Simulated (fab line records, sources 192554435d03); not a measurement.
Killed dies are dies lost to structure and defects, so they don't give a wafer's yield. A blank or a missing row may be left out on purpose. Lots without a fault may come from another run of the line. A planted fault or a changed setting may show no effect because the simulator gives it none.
Chamber matching | flow n5_finfet | N5_GATE_CUT_CMP_43 on cmp-02: 4 sister chambers
The step polishes SiO2. 4 wafers are shown with their chamber, then 7 later ones without.

WAFERS WITH THEIR CHAMBER
wafer  | chamber | motor_current_A (A)
L086.4 | 1       | 12.3
L087.6 | 2       | 12.9
L093.3 | 3       | 11.2
L093.4 | 0       | 11.0

WAFERS WITHOUT THEIR CHAMBER
wafer  | motor_current_A (A)
L093.5 | 13.7
L094.1 | 11.0
L094.2 | 12.6
L094.5 | 13.0
L097.2 | 11.4
L097.3 | 13.1
L097.4 | 13.3

WHICH CHAMBER EACH WENT THROUGH
wafer  | from the rows above          | in truth
L093.5 | can't be placed: 2 or 1      | 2
L094.1 | can't be placed: 0 or 3      | 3
L094.2 | can't be placed: 1 or 2      | 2
L094.5 | can't be placed: 2 or 1      | 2
L097.2 | can't be placed: 3 or 0 or 1 | 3
L097.3 | can't be placed: 2 or 1      | 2
L097.4 | can't be placed: 2 or 1      | 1
Placed correctly: 0 of 7. Can't be placed from these rows: 7 (the true chamber is among the candidates in 7). Placed wrongly: 0.
How it was worked out, from the rows above alone: a wafer's distance from a chamber is the root of the sum, over the readings, of the square of ((its reading less the chamber's mean) divided by the reading's scatter). The wafer belongs to the nearest chamber; if the next one is less than 2 further off, it can't be placed. A chamber's mean is the mean of its shown wafers. The scatter: with one shown wafer a chamber, the root of the mean of the squares of how far each hidden wafer lies from its nearest shown one.
